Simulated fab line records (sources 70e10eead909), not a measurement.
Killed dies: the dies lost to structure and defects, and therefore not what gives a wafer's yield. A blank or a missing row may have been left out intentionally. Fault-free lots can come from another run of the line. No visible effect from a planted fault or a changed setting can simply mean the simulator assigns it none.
Chamber matching || flow nand_harc || 4 sister chambers for NHARC_A_STAIRCASE_DESCUM_291 on rie_diel-13
The step chemistry O2, time 3 s. 8 wafers are shown with their chamber, then 8 later ones without.

WAFERS, EACH WITH ITS CHAMBER
{"wafer": "L082.2", "chamber": 1, "showerhead_plenum_p_Torr (Torr)": 1.86, "drypump_motor_current_A (A)": 5.5}
{"wafer": "L087.4", "chamber": 0, "showerhead_plenum_p_Torr (Torr)": 2.07, "drypump_motor_current_A (A)": 5.3}
{"wafer": "L089.2", "chamber": 1, "showerhead_plenum_p_Torr (Torr)": 1.85, "drypump_motor_current_A (A)": 5.6}
{"wafer": "L089.5", "chamber": 3, "showerhead_plenum_p_Torr (Torr)": 1.80, "drypump_motor_current_A (A)": 5.0}
{"wafer": "L092.1", "chamber": 2, "showerhead_plenum_p_Torr (Torr)": 1.99, "drypump_motor_current_A (A)": 5.4}
{"wafer": "L092.3", "chamber": 3, "showerhead_plenum_p_Torr (Torr)": 1.79, "drypump_motor_current_A (A)": 4.9}
{"wafer": "L092.5", "chamber": 2, "showerhead_plenum_p_Torr (Torr)": 2.00, "drypump_motor_current_A (A)": 5.4}
{"wafer": "L091.1", "chamber": 0, "showerhead_plenum_p_Torr (Torr)": 2.07, "drypump_motor_current_A (A)": 5.2}

WAFERS WITHOUT THEIR CHAMBER
{"wafer": "L091.2", "showerhead_plenum_p_Torr (Torr)": 1.85, "drypump_motor_current_A (A)": 5.6}
{"wafer": "L091.6", "showerhead_plenum_p_Torr (Torr)": 1.79, "drypump_motor_current_A (A)": 4.9}
{"wafer": "L094.2", "showerhead_plenum_p_Torr (Torr)": 1.79, "drypump_motor_current_A (A)": 5.0}
{"wafer": "L094.3", "showerhead_plenum_p_Torr (Torr)": 1.99, "drypump_motor_current_A (A)": 5.4}
{"wafer": "L094.4", "showerhead_plenum_p_Torr (Torr)": 1.85, "drypump_motor_current_A (A)": 5.6}
{"wafer": "L096.1", "showerhead_plenum_p_Torr (Torr)": 2.06, "drypump_motor_current_A (A)": 5.2}
{"wafer": "L096.3", "showerhead_plenum_p_Torr (Torr)": 1.79, "drypump_motor_current_A (A)": 5.0}
{"wafer": "L096.4", "showerhead_plenum_p_Torr (Torr)": 1.99, "drypump_motor_current_A (A)": 5.4}

WHICH CHAMBER EACH ONE RAN IN
{"wafer": "L091.2", "from the rows above": 1, "in truth": 1}
{"wafer": "L091.6", "from the rows above": 3, "in truth": 3}
{"wafer": "L094.2", "from the rows above": 3, "in truth": 3}
{"wafer": "L094.3", "from the rows above": 2, "in truth": 2}
{"wafer": "L094.4", "from the rows above": 1, "in truth": 1}
{"wafer": "L096.1", "from the rows above": 0, "in truth": 0}
{"wafer": "L096.3", "from the rows above": 3, "in truth": 3}
{"wafer": "L096.4", "from the rows above": 2, "in truth": 2}
Placed correctly: 8 of 8. Number that these rows cannot place: 0. Placed wrongly: 0.
How it was worked out, from the rows above alone: a wafer's distance from a chamber is the root of the sum, over the readings, of the square of ((its reading less the chamber's mean) divided by the reading's scatter). If the next closest chamber is less than 2 further off than the closest, the wafer can't be placed; otherwise it belongs to the closest. A chamber's mean is the mean of its shown wafers. The scatter: take each reading less its chamber's mean, square it, sum over the shown wafers, divide by the number of wafers less the number of chambers, and take the root.
